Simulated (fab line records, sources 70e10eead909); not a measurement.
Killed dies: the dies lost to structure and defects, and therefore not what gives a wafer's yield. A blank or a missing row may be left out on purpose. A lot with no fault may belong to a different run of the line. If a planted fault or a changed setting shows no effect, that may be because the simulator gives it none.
fab line records	flow nand_harc
record lots=6	wafers=18	last_day=33
route steps=1302 shown P_M0@282 P_M1@285 END@1302
lots that met no fault: taken from a fault-free run of the same line
start_h: the number of hours between the record's first day and the start of the first shown wafer of the lot	wait_h: hours from the lot's prior step to this one	" the same as in the row above	L1.1+2: one row covering several wafers at once	- no value, or no start was given	* or withheld: withheld	< > ~ a bound
route shown NAME@n: NAME is a module with steps in the file, n the number in the route of the first one	usual: mean/standard deviation of fault-free wafers	same: alike in all rows	chamber/n: place in a boat	sites: the reading at each site	_std_site: their standard deviation	_edge_site: mean of outer sites minus mean of inner sites	radius_mm: for every site, how far away it sits from the centre of the wafer	mask NAME#n: copy n	behind: the tool/chamber that last shaped the wafer	hold: why the lot was held/for how many hours/how that ended	device: the transistor (n, p or np) that didn't switch	end of line: tests run on the same wafers once the route is complete	a step given without rows: its recipe and nothing more	killed: not the wafer's yield, but the dies lost to structure and defects at the first sort	map: per-die view of a wafer (x killed, . not killed, _ where there is no die)
set.NAME: setting as actually run; set.NAME@STEP: the setting as run at that earlier step	model.NAME: the simulator's own value behind a step, which no gauge read
certain route steps with their lots: each step a table, each wafer a row
services: from which hour (start_h, from the record's first day; less than 0 if before it) a tool's chamber was out of use, for how many hours, and why
## steps
# step NHARC_P_M0_INSPECT_27
# usual raw_defect_count=328/140
lot.wafer	tool	chamber	start_h	wait_h	raw_defect_count
L286.2	defect_inspect-02	-	129.12	0.0	285
L286.3	"	-	"	"	374
L286.4	"	-	"	"	535
L287.3	defect_inspect-02	-	137.02	0.0	192
L287.4	"	-	"	"	155
L287.6	"	-	"	"	172
L293.1	defect_inspect-02	-	194.07	0.0	309
L293.2	"	-	"	"	312
L293.5	"	-	"	"	379
L297.1	defect_inspect-01	-	235.66	0.0	240
L297.4	"	-	"	"	301
L297.6	"	-	"	"	223
L308.1	defect_inspect-02	-	345.52	0.0	217
L308.2	"	-	"	"	274
L308.5	"	-	"	"	175
L309.2	defect_inspect-02	-	361.49	0.0	340
L309.4	"	-	"	"	553
L309.5	"	-	"	"	400
# step NHARC_P_M0_PRE_CLEAN_31
# recipe time_s=12	temp_c=370	rf_power_w=300	gas=NH3
# usual heater_power_w=617/46
lot.wafer	tool	chamber	start_h	wait_h	heater_power_w
L286.2	pecvd-01	1	129.20	0.1	635
L286.3	"	2	"	"	579
L286.4	"	1	"	"	629
L287.3	pecvd-04	2	137.10	0.1	622
L287.6	"	1	"	"	614
L287.4	"	0	"	"	678
L293.1	pecvd-02	0	194.15	0.1	568
L293.2	"	1	"	"	663
L293.5	"	1	"	"	650
L297.1	pecvd-01	1	235.72	0.1	593
L297.4	"	1	"	"	613
L297.6	"	0	"	"	624
L308.2	pecvd-01	2	345.60	0.1	695
L308.1	"	0	"	"	591
L308.5	"	0	"	"	595
L309.2	pecvd-01	2	361.57	0.1	714
L309.4	"	1	"	"	570
L309.5	"	0	"	"	588
# step NHARC_P_M0_DEP_32
# recipe target_thk_a=300	temp_c=370	target_thk_nm=30	pressure_torr=3	flow_sccm=200	rf_w=450	material=SiCN
# usual heater_power_w=558/53
lot.wafer	tool	chamber	start_h	wait_h	heater_power_w
L286.2	pecvd-01	1	129.31	0.1	581
L286.3	"	2	"	"	553
L286.4	"	1	"	"	585
L287.3	pecvd-04	2	137.21	0.1	516
L287.6	"	1	"	"	618
L287.4	"	0	"	"	619
L293.1	pecvd-02	0	194.27	0.1	537
L293.2	"	1	"	"	629
L293.5	"	1	"	"	623
L297.1	pecvd-01	1	235.80	0.1	611
L297.4	"	1	"	"	605
L297.6	"	0	"	"	485
L308.2	pecvd-01	2	345.71	0.1	558
L308.1	"	0	"	"	602
L308.5	"	0	"	"	599
L309.2	pecvd-01	2	361.68	0.1	641
L309.4	"	1	"	"	494
L309.5	"	0	"	"	516
# step NHARC_P_M1_DEP_00
# recipe target_thk_a=1825	target_thk_nm=182.5	temp_c=withheld	pressure_torr=5	flow_sccm=200	rf_w=600	material=SiOC
# step NHARC_P_M1_DEHYDRATE_01
# recipe temp_c=150	time_s=120
# step NHARC_P_M1_HMDS_02
# recipe time_s=30
# step NHARC_P_M1_COAT_34
# recipe temp_c=200	time_s=65
# step NHARC_P_M1_COAT_03
# recipe spin_rpm=1500	resist_thk_nm=90
# step NHARC_P_M1_SOFTBAKE_04
# recipe temp_c=105	time_s=55
# step NHARC_P_M1_EBR_05
# step NHARC_P_M1_EXPOSE_06
# recipe na=1.35	target_cd_nm=130	dose_mj=81.88	mask_id=P_M1
# step NHARC_P_M1_PEB_07
# recipe peb_temp_c=100	peb_time_s=65
# usual heater_power_total_W=156.6/0.42	plate_temp_C=100.01/0.13
lot.wafer	tool	chamber	start_h	wait_h	heater_power_total_W	plate_temp_C
L286.2	litho_track-04	0	130.29	0.1	157.1	100.12
L286.3	"	0	"	"	156.9	100.12
L286.4	"	0	"	"	157.2	100.24
L287.3	litho_track-04	0	138.21	0.0	156.3	100.02
L287.4	"	0	"	"	156.0	100.01
L287.6	"	0	"	"	156.4	100.05
L293.1	litho_track-01	0	195.40	0.1	156.8	99.84
L293.2	"	0	"	"	157.1	99.96
L293.5	"	0	"	"	157.1	100.08
L297.1	litho_track-06	0	236.95	0.1	156.3	99.90
L297.4	"	0	"	"	155.9	99.96
L297.6	"	0	"	"	156.3	99.91
L308.1	litho_track-04	0	346.81	0.1	162.0	102.80
L308.2	"	0	"	"	162.9	102.83
L308.5	"	0	"	"	162.7	102.64
L309.2	litho_track-04	0	362.68	0.1	161.8	102.66
L309.4	"	0	"	"	163.1	102.92
L309.5	"	0	"	"	162.7	102.87
# step NHARC_P_M1_DEVELOP_08
# recipe develop_time_s=35	dev_temp_c=23
# step NHARC_P_M1_CD_MEAS_09
# recipe target_cd_nm=130	landing_energy_ev=500
# usual cd_nm=130.3/0.82
lot.wafer	tool	chamber	start_h	wait_h	cd_nm
L286.2	cd_sem-02	0	130.37	-	128.3
L286.3	"	0	"	"	129.4
L286.4	"	0	"	"	129.6
L287.3	cd_sem-01	0	138.29	-	130.4
L287.4	"	0	"	"	130.8
L287.6	"	0	"	"	131.6
L293.1	cd_sem-03	0	195.48	-	128.9
L293.2	"	0	"	"	129.7
L293.5	"	0	"	"	130.9
L297.1	cd_sem-02	0	237.03	-	129.1
L297.4	"	0	"	"	129.1
L297.6	"	0	"	"	129.3
L308.1	cd_sem-02	0	346.89	-	138.1
L308.2	"	0	"	"	140.2
L308.5	"	0	"	"	140.3
L309.2	cd_sem-01	0	362.76	-	139.9
L309.4	"	0	"	"	139.8
L309.5	"	0	"	"	139.7
# step NHARC_P_M1_OVL_MEAS_10
# recipe pitch_nm=260
# usual overlay_x_nm=0.0/1.1	overlay_y_nm=0.0/0.88
lot.wafer	tool	chamber	start_h	wait_h	overlay_x_nm	overlay_y_nm
L286.2	overlay-01	-	130.46	-	-0.7	-0.7
L286.3	"	-	"	"	-0.3	-0.6
L286.4	"	-	"	"	-0.9	-0.8
L287.3	overlay-02	-	138.38	-	-0.7	-0.3
L287.4	"	-	"	"	-1.2	-0.1
L287.6	"	-	"	"	-0.8	-0.1
L293.1	overlay-01	-	195.56	-	0.4	1.5
L293.2	"	-	"	"	0.6	1.1
L293.5	"	-	"	"	0.9	1.1
L297.1	overlay-02	-	237.12	-	-0.5	-1.6
L297.4	"	-	"	"	0.2	-1.5
L297.6	"	-	"	"	-0.2	-1.9
L308.1	overlay-01	-	346.98	-	0.5	-0.1
L308.2	"	-	"	"	0.7	-0.5
L308.5	"	-	"	"	0.7	0.1
L309.2	overlay-02	-	362.84	-	1.1	-0.6
L309.4	"	-	"	"	0.7	-0.9
L309.5	"	-	"	"	0.5	-0.4
# step NHARC_P_M1_INSPECT_11
# usual raw_defect_count=4.6/2.9
lot.wafer	tool	chamber	start_h	wait_h	raw_defect_count
L286.2	defect_inspect-01	-	130.49	0.0	5
L286.3	"	-	"	"	1
L286.4	"	-	"	"	0
L287.3	defect_inspect-02	-	138.41	0.0	3
L287.4	"	-	"	"	3
L287.6	"	-	"	"	4
L293.1	defect_inspect-02	-	195.60	0.0	9
L293.2	"	-	"	"	13
L293.5	"	-	"	"	6
L297.1	defect_inspect-01	-	237.15	0.0	3
L297.4	"	-	"	"	4
L297.6	"	-	"	"	2
L308.1	defect_inspect-01	-	347.02	0.0	5
L308.2	"	-	"	"	4
L308.5	"	-	"	"	5
L309.2	defect_inspect-02	-	362.88	0.0	3
L309.4	"	-	"	"	1
L309.5	"	-	"	"	3
# step NHARC_P_M1_DESCUM_14
# recipe time_s=3	o2_flow_sccm=200	ar_flow_sccm=0	bias_power_w=0	chemistry=O2
# usual drypump_motor_current_A=5.5/0.52	oes_product_au=1.000/0.013	rf_vpp_V=57.6/0.75	showerhead_plenum_p_Torr=1.87/0.047	throttle_valve_pct=11.312/0.0099
lot.wafer	tool	chamber	start_h	wait_h	drypump_motor_current_A	oes_product_au	rf_hours_counter_h	rf_vpp_V	showerhead_plenum_p_Torr	throttle_valve_pct	model.P_M1.cd_nm
L286.4	rie_diel-11	2	130.56	0.1	4.8	1.022	4	56.6	1.82	11.308	129.2
L286.2	"	3	"	"	6.2	0.992	4	58.1	1.90	11.315	128.2
L286.3	"	0	"	"	5.4	1.015	4	56.0	1.82	11.321	129.5
L287.3	rie_diel-03	2	138.47	0.1	5.0	0.977	2	57.6	1.85	11.328	129.8
L287.4	"	3	"	"	5.3	0.991	2	57.5	1.91	11.304	131.8
L287.6	"	2	"	"	5.0	0.983	-	58.5	1.85	11.294	130.5
L293.1	rie_diel-03	0	195.66	0.1	5.4	1.001	6	57.8	1.82	11.323	128.9
L293.2	"	3	"	"	5.3	1.005	5	57.6	1.91	11.311	130.2
L293.5	"	0	"	"	5.4	0.992	-	57.5	1.82	11.306	130.3
L297.4	rie_diel-04	0	237.22	0.1	5.3	1.022	14	57.7	1.81	11.314	128.9
L297.1	"	2	"	"	5.8	1.018	15	56.7	1.81	11.318	129.4
L297.6	"	1	"	"	6.6	0.986	-	59.0	1.97	11.318	128.9
L308.2	rie_diel-11	0	347.08	0.1	5.5	1.016	8	57.0	1.82	11.315	140.8
L308.1	"	3	"	"	6.2	1.002	8	57.4	1.89	11.315	139.4
L308.5	"	0	"	"	5.5	1.018	-	56.1	1.82	11.314	141.6
L309.2	rie_diel-03	3	362.94	0.1	5.3	0.982	3	57.5	1.91	11.314	139.3
L309.4	"	0	"	"	5.4	1.010	5	57.0	1.81	11.328	139.5
L309.5	"	3	"	"	5.3	0.983	-	58.8	1.91	11.324	139.6
# step NHARC_P_M1_ETCH_35
# recipe target_depth_a=400	overetch_a=120	time_s=43.94	ion_energy_ev=200	n2_flow_sccm=150	h2_flow_sccm=150	ar_flow_sccm=0	rf_w=400	bias_w=150	chemistry=N2/H2
# usual drypump_motor_current_A=5.5/0.5	h2_flow_sccm=150.0/0.48	n2_flow_sccm=150.0/0.45	oes_product_au=1.000/0.013	rf_vpp_V=429.1/1.6	showerhead_plenum_p_Torr=1.99/0.052	throttle_valve_pct=14.170/0.0088
lot.wafer	tool	chamber	start_h	wait_h	drypump_motor_current_A	h2_flow_sccm	n2_flow_sccm	oes_product_au	rf_hours_counter_h	rf_vpp_V	showerhead_plenum_p_Torr	throttle_valve_pct
L286.2	rie_diel-11	3	130.64	0.1	6.2	150.0	150.3	1.011	4	429.8	2.02	14.173
L286.4	"	0	"	"	5.5	149.9	149.9	1.022	4	428.5	1.94	14.164
L286.3	"	2	"	"	4.8	149.7	149.4	1.024	4	426.4	1.94	14.166
L287.4	rie_diel-03	0	138.56	0.1	5.4	149.3	150.2	0.995	2	427.7	1.94	14.177
L287.3	"	1	"	"	5.4	150.2	150.3	0.996	2	430.5	2.04	14.168
L287.6	"	3	"	"	5.3	150.3	149.8	0.999	-	430.6	2.04	14.173
L293.2	rie_diel-03	0	195.77	0.1	5.4	149.6	150.1	0.994	6	427.2	1.93	14.159
L293.1	"	1	"	"	5.4	149.6	149.6	0.994	5	430.6	2.04	14.161
L293.5	"	3	"	"	5.3	150.3	150.5	1.002	-	430.4	2.04	14.178
L297.1	rie_diel-04	2	237.30	0.1	5.8	150.5	150.7	1.007	15	428.1	1.92	14.156
L297.4	"	0	"	"	5.3	149.7	150.3	1.013	14	428.5	1.92	14.168
L297.6	"	2	"	"	5.7	151.6	150.6	1.022	-	427.5	1.92	14.171
L308.1	rie_diel-11	2	347.16	0.1	4.8	149.9	149.8	0.995	7	427.6	1.93	14.179
L308.2	"	0	"	"	5.5	149.9	150.3	1.016	8	427.8	1.93	14.179
L308.5	"	3	"	"	6.2	150.5	150.0	1.007	-	429.2	2.01	14.180
L309.4	rie_diel-03	1	363.03	0.1	5.5	149.3	150.2	0.994	5	430.1	2.03	14.162
L309.2	"	2	"	"	5.0	149.5	149.9	0.986	4	427.9	1.97	14.184
L309.5	"	0	"	"	5.4	150.0	149.5	1.001	-	427.7	1.93	14.183
# step NHARC_P_M1_ETCH_15
# recipe target_depth_a=1825	time_s=91.2	c4f8_flow_sccm=withheld	ar_flow_sccm=400	rf_w=600	bias_w=300	chemistry=C4F8/Ar
# usual oes_product_au=0.958/0.023	rf_vpp_V=439.5/1.6
lot.wafer	tool	chamber	start_h	wait_h	oes_product_au	rf_hours_counter_h	rf_vpp_V
L286.2	rie_diel-11	0	-	-	0.989	4	437.1
L286.3	"	1	"	"	0.958	4	439.8
L286.4	"	2	"	"	0.995	4	438.4
L287.4	rie_diel-03	1	-	-	0.927	2	440.5
L287.3	"	2	"	"	0.913	2	438.6
L287.6	"	2	"	"	0.913	-	438.7
L293.2	rie_diel-03	0	-	-	0.917	6	438.3
L293.1	"	2	"	"	0.917	5	439.7
L293.5	"	1	"	"	0.921	-	439.3
L297.4	rie_diel-04	1	-	-	0.920	14	444.4
L297.1	"	3	"	"	0.942	14	443.7
L297.6	"	1	"	"	0.915	-	442.6
L308.1	rie_diel-11	0	-	-	0.969	8	437.8
L308.2	"	1	"	"	0.942	8	439.0
L308.5	"	2	"	"	0.971	-	438.5
L309.2	rie_diel-03	3	-	-	0.942	3	439.9
L309.4	"	2	"	"	0.961	4	438.5
L309.5	"	0	"	"	0.960	-	437.1
# step NHARC_P_M1_CD_MEAS_16
# usual cd_nm=130.1/1.2
lot.wafer	tool	chamber	start_h	wait_h	cd_nm
L286.2	cd_sem-03	-	130.86	-	127.4
L286.3	"	-	"	"	129.4
L286.4	"	-	"	"	129.9
L287.3	cd_sem-01	-	138.78	-	131.0
L287.4	"	-	"	"	131.6
L287.6	"	-	"	"	130.9
L293.1	cd_sem-02	-	195.99	-	129.7
L293.2	"	-	"	"	130.8
L293.5	"	-	"	"	130.7
L297.1	cd_sem-01	-	237.52	-	129.3
L297.4	"	-	"	"	128.9
L297.6	"	-	"	"	128.6
L308.1	cd_sem-02	-	347.38	-	139.5
L308.2	"	-	"	"	140.5
L308.5	"	-	"	"	142.2
L309.2	cd_sem-02	-	363.25	-	138.7
L309.4	"	-	"	"	139.2
L309.5	"	-	"	"	138.7
# step NHARC_P_M1_STRIP_18
# recipe power_w=1000	n2_flow_sccm=150	h2_flow_sccm=150	ar_flow_sccm=0	bias_w=0	chemistry=N2/H2
# usual drypump_motor_current_A=5.6/0.57	h2_flow_sccm=149.9/0.47	n2_flow_sccm=150.1/0.47	oes_product_au=0.999/0.014	rf_vpp_V=90.5/0.94	showerhead_plenum_p_Torr=1.99/0.056	throttle_valve_pct=14.171/0.0091
lot.wafer	tool	chamber	start_h	wait_h	drypump_motor_current_A	h2_flow_sccm	n2_flow_sccm	oes_product_au	rf_hours_counter_h	rf_vpp_V	showerhead_plenum_p_Torr	throttle_valve_pct
L286.4	rie_diel-03	1	130.93	0.1	5.4	150.3	151.0	0.989	1	90.0	2.04	14.169
L286.2	"	2	"	"	5.0	149.7	150.0	0.978	1	90.3	1.97	14.157
L286.3	"	0	"	"	5.4	149.9	149.6	0.996	1	90.0	1.94	14.170
L287.3	rie_diel-11	0	138.90	0.1	5.5	149.9	150.1	1.008	4	90.3	1.94	14.154
L287.4	"	1	"	"	6.5	149.4	149.3	0.984	4	90.2	2.02	14.174
L287.6	"	3	"	"	6.2	149.3	149.9	1.005	-	90.8	2.02	14.171
L293.2	rie_diel-04	2	196.07	0.1	5.7	150.4	149.8	1.029	2	90.0	1.93	14.165
L293.1	"	3	"	"	6.6	150.7	150.6	0.988	3	92.2	2.12	14.167
L293.5	"	3	"	"	6.6	151.1	150.3	0.992	-	91.7	2.12	14.177
L297.1	rie_diel-04	2	237.62	0.1	5.8	150.1	150.6	1.007	15	89.7	1.92	14.176
L297.4	"	0	"	"	5.4	150.0	150.4	1.016	14	89.3	1.92	14.180
L297.6	"	1	"	"	6.6	149.3	150.3	0.981	-	92.0	2.11	14.174
L308.2	rie_diel-11	1	347.48	0.1	6.5	149.2	149.1	0.983	8	91.0	2.02	14.165
L308.1	"	3	"	"	6.2	151.1	149.5	0.998	8	90.7	2.02	14.162
L308.5	"	0	"	"	5.5	150.3	150.3	1.019	-	89.7	1.93	14.169
L309.2	rie_diel-03	0	363.34	0.1	5.4	150.5	150.7	1.007	5	90.0	1.93	14.170
L309.4	"	3	"	"	5.3	149.9	150.9	0.988	3	90.0	2.03	14.162
L309.5	"	0	"	"	5.4	150.8	150.3	1.012	-	90.4	1.93	14.167
# step NHARC_P_M1_ETCH_28
# recipe target_depth_a=300	over_etch_frac=0.3	time_s=72.99	ion_energy_ev=150	cf4_flow_sccm=50	n2_flow_sccm=100	ar_flow_sccm=150	rf_w=300	bias_w=100	chemistry=CF4/N2
# usual drypump_motor_current_A=5.6/0.56	n2_flow_sccm=99.96/0.28	oes_product_au=1.000/0.013	rf_vpp_V=313.0/1.5	showerhead_plenum_p_Torr=2.57/0.066	throttle_valve_pct=19.794/0.0081
lot.wafer	tool	chamber	start_h	wait_h	drypump_motor_current_A	n2_flow_sccm	oes_product_au	rf_hours_counter_h	rf_vpp_V	showerhead_plenum_p_Torr	throttle_valve_pct	model.P_M1.cd_nm
L286.2	rie_diel-03	1	-	-	5.4	100.50	1.002	1	314.2	2.62	19.801	128.2
L286.4	"	2	"	"	5.0	99.92	0.977	1	312.1	2.54	19.776	130.3
L286.3	"	0	"	"	5.4	100.20	0.998	1	311.2	2.50	19.804	129
L287.3	rie_diel-11	3	-	-	6.2	99.97	1.001	4	314.4	2.60	19.809	131.6
L287.4	"	1	"	"	6.5	100.24	0.986	4	313.4	2.61	19.797	131.9
L287.6	"	3	"	"	6.2	100.05	1.009	-	313.5	2.60	19.791	131.3
L293.1	rie_diel-04	1	-	-	6.6	100.10	0.979	1	314.5	2.71	19.795	130
L293.2	"	2	"	"	5.8	100.26	1.019	3	311.1	2.49	19.814	130.5
L293.5	"	0	"	"	5.3	99.92	1.017	-	310.6	2.49	19.789	132.1
L297.4	rie_diel-04	3	-	-	6.6	99.89	0.997	14	315.8	2.72	19.802	129.1
L297.1	"	0	"	"	5.3	99.88	1.028	14	312.3	2.49	19.778	129.6
L297.6	"	1	"	"	6.6	100.14	0.998	-	315.7	2.70	19.790	128.3
L308.1	rie_diel-11	3	-	-	6.2	100.02	0.998	8	313.6	2.60	19.802	139.7
L308.2	"	1	"	"	6.5	100.27	0.993	8	314.5	2.60	19.783	140.8
L308.5	"	2	"	"	4.8	99.61	0.988	-	310.3	2.50	19.776	142.2
L309.2	rie_diel-03	1	-	-	5.4	99.53	0.985	5	312.7	2.62	19.785	139.2
L309.4	"	3	"	"	5.3	100.41	0.990	3	313.6	2.62	19.790	138.7
L309.5	"	2	"	"	5.0	99.55	0.997	-	313.9	2.54	19.806	139
# step NHARC_P_M1_STRIP_19
# recipe time_s=600	temp_c=30	chemistry=post_etch_residue_remover
# step NHARC_END_SORT_01
# recipe temp_c=25
# usual defect_limited_yield=91.5/2.5	killed_at_array=52/17	killed_at_other=1.2/1.4	killed_at_periphery=4.7/2.9	killed_dies=58/17	killed_open=3.2/1.9	killed_short=2.4/1.4	sort_bin_2_pct=3.0/1.1	sort_bin_3_pct=0.6/0.37	sort_bin_4_pct=4.8/1.4	sort_n_pass=619/17	sort_rim_yield_pct=90/4.9	sort_yield_pct=91.5/2.5
# same gross_dies=677	sort_bin_5_pct[%]=0	sort_bin_6_pct[%]=0	sort_bin_7_pct[%]=0	sort_bin_8_pct[%]=0	sort_rim_n_gross=106.00
lot.wafer	tool	chamber	start_h	wait_h	defect_limited_yield[%]	killed_at_array	killed_at_other	killed_at_periphery	killed_dies	killed_open	killed_short	sort_bin_2_pct[%]	sort_bin_3_pct[%]	sort_bin_4_pct[%]	sort_n_pass	sort_rim_yield_pct[%]	sort_yield_pct[%]
L287.3	prober-01	0	572.12	3.1	91.6	53	0	4	57	5	5	2.8	0.7	4.9	620	85	91.6
L287.4	prober-01	0	572.92	3.4	94.7	30	0	6	36	3	3	2.4	0.4	2.5	641	91	94.7
L287.6	prober-01	0	574.53	4.0	92.9	44	0	4	48	6	2	2.1	0.3	4.7	629	89	92.9
L297.4	prober-01	0	669.40	3.4	89.2	69	2	2	73	0	1	4.6	0.1	6.1	604	93	89.2
L297.6	prober-01	0	671.02	4.0	88.6	72	2	3	77	6	1	4.6	1.0	5.8	600	95	88.6
# killed by level:class
L287.3 A_CHANNEL_HOLE_D2:chamber_film_flake=29 A_SGD_CUT:chamber_film_flake=6 A_CHANNEL_HOLE_D1:chamber_film_flake=5 A_STAIRCASE:chamber_film_flake=3 P_CONTACT:geometric_particle:open=1 P_CONTACT:geometric_particle:short=1 P_M0:geometric_particle:open=1 A_ONON_D1:geometric_particle:open=1
L287.4 A_CHANNEL_HOLE_D2:chamber_film_flake=15 A_SGD_CUT:chamber_film_flake=5 A_CHANNEL_FILL_D2:geometric_particle:open=2 P_ZERO_WELL:chamber_film_flake=2 P_BONDPAD:chamber_film_flake=2 A_CHANNEL_FILL_D1:chamber_film_flake=2 A_STAIRCASE:chamber_film_flake=2 P_CONTACT:geometric_particle:short=1
L287.6 A_CHANNEL_HOLE_D2:chamber_film_flake=27 A_SGD_CUT:chamber_film_flake=5 A_ONON_D2:geometric_particle:open=2 A_CONTACT:geometric_particle:open=2 P_M0:geometric_particle:short=1 A_ONON_D2:geometric_particle:short=1 A_CHANNEL_HOLE_D2:geometric_particle:open=1 A_WL_FILL:geometric_particle:open=1
L297.4 A_SLIT:chamber_film_flake=34 A_CHANNEL_HOLE_D1:chamber_film_flake=27 A_STAIRCASE:chamber_film_flake=4 P_GATE:chamber_film_flake=2 THIN_TSV:chamber_film_flake=2 A_CHANNEL_FILL_D1:geometric_particle:short=1 A_CONTACT:chamber_film_flake=1 A_DECK1_JOINT:chamber_film_flake=1
L297.6 A_SLIT:chamber_film_flake=38 A_CHANNEL_HOLE_D1:chamber_film_flake=22 A_ONON_D1:geometric_particle:open=2 A_BLC:chamber_film_flake=2 THIN_TSV:chamber_film_flake=2 P_CONTACT:geometric_particle:open=1 P_M1:geometric_particle:open=1 A_CHANNEL_FILL_D1:geometric_particle:short=1
## services
tool	chamber	start_h	hours	kind
rie_diel-11	3	113.27	1.2	repair
pecvd-01	-	130.00	13.0	pm
rie_diel-03	1	143.65	2.8	repair
pecvd-04	2	144.69	6.3	repair
rie_diel-04	-	178.68	9.0	pm
rie_diel-03	-	181.80	0.5	repair
rie_diel-03	2	182.89	12.9	repair
pecvd-01	1	195.39	5.7	repair
litho_track-04	-	203.00	7.0	pm
rie_diel-11	1	222.13	6.3	repair
pecvd-02	-	227.32	13.0	pm
pecvd-02	-	250.79	0.8	repair
rie_diel-03	0	253.33	6.0	repair
rie_diel-11	-	255.51	9.0	pm
pecvd-04	-	269.27	13.0	pm
rie_diel-11	2	277.51	4.8	repair
rie_diel-03	-	281.71	9.0	pm
rie_diel-03	3	297.13	8.0	repair
pecvd-01	-	311.00	13.0	pm
rie_diel-04	3	320.44	3.2	repair
rie_diel-04	-	332.47	2.3	repair
pecvd-01	-	332.91	2.6	repair
rie_diel-11	2	350.93	13.2	repair
rie_diel-04	-	355.68	9.0	pm
## key
first_sign step=NHARC_P_M1_PEB_07	reading=plate_temp_C	direction=up	sigmas=21	usual=*	struck=*
effect step=NHARC_P_M1_PEB_07	reading=heater_power_total_W	direction=up	sigmas=14	usual=*	struck=*
effect step=NHARC_P_M1_CD_MEAS_09	reading=cd_nm	direction=up	sigmas=11	usual=130.3	struck=139.7
effect step=NHARC_P_M1_CD_MEAS_16	reading=cd_nm	direction=up	sigmas=8.3	usual=130.1	struck=139.8
model_effect step=NHARC_P_M1_DESCUM_14	value=P_M1.cd_nm	without=130.9	struck=140.1
model_effect step=NHARC_P_M1_ETCH_28	value=P_M1.cd_nm	without=130.8	struck=139.9
met_at NHARC_P_M1_PEB_07
struck_wafers L308.1,L308.2,L308.5,L309.2,L309.4,L309.5
onset_between 138.21 346.81
fault kind=process_parameter_drift	tool=litho_track-04	chamber=-	onset_h=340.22	steps=NHARC_P_M1_PEB_07	channel=peb_temp_c	offset=*	shape=step	end_h=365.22	acts_in=*	stated=*
